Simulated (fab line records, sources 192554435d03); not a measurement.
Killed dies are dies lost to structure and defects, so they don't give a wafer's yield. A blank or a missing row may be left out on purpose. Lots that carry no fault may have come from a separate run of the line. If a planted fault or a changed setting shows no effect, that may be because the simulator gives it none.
Matching of chambers | flow n5-finfet | N5_FIN_SAQP_SPACER1_ETCHBACK_25 on rie-diel-01: 4 sister chambers
The step etches SiO2 in CHF3/O2, target depth 24.4 nm, time 12.2 s. 4 wafers are shown with their chamber, then 10 later ones without.

== WAFERS PAIRED WITH THEIR CHAMBERS ==
wafer  | chamber | drypump-motor-current-A (A)
L077.1 | 2       | 5.0
L087.3 | 0       | 6.3
L090.1 | 1       | 5.2
L090.4 | 3       | 5.3

== WAFERS WITHOUT THEIR CHAMBER ==
wafer  | drypump-motor-current-A (A)
L090.5 | 5.0
L092.3 | 6.4
L092.4 | 5.3
L092.6 | 5.2
L096.2 | 6.4
L096.3 | 5.0
L096.4 | 5.2
L097.2 | 5.3
L097.4 | 4.9
L097.5 | 5.3

== WHICH CHAMBER EACH WENT THROUGH ==
wafer  | from the rows above     | in truth
L090.5 | 2                       | 2
L092.3 | 0                       | 0
L092.4 | can't be placed: 3 or 1 | 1
L092.6 | can't be placed: 1 or 3 | 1
L096.2 | 0                       | 0
L096.3 | 2                       | 2
L096.4 | can't be placed: 1 or 3 | 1
L097.2 | can't be placed: 3 or 1 | 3
L097.4 | 2                       | 2
L097.5 | can't be placed: 3 or 1 | 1
Placed correctly: 5 of 10. Unplaceable from these rows: 5, with the true chamber sitting among the candidates in 5. Placed wrongly: 0.
How it was worked out, from the rows above alone: a wafer's distance from a chamber is the root of the sum, over the readings, of the square of ((its reading less the chamber's mean) divided by the reading's scatter). The wafer belongs to the nearest chamber; if the next one is less than 2 further off, it can't be placed. A chamber's mean is the mean of its shown wafers. The scatter (one wafer shown for each chamber): square how far every hidden wafer sits from the nearest shown wafer, average those squares and take the square root.
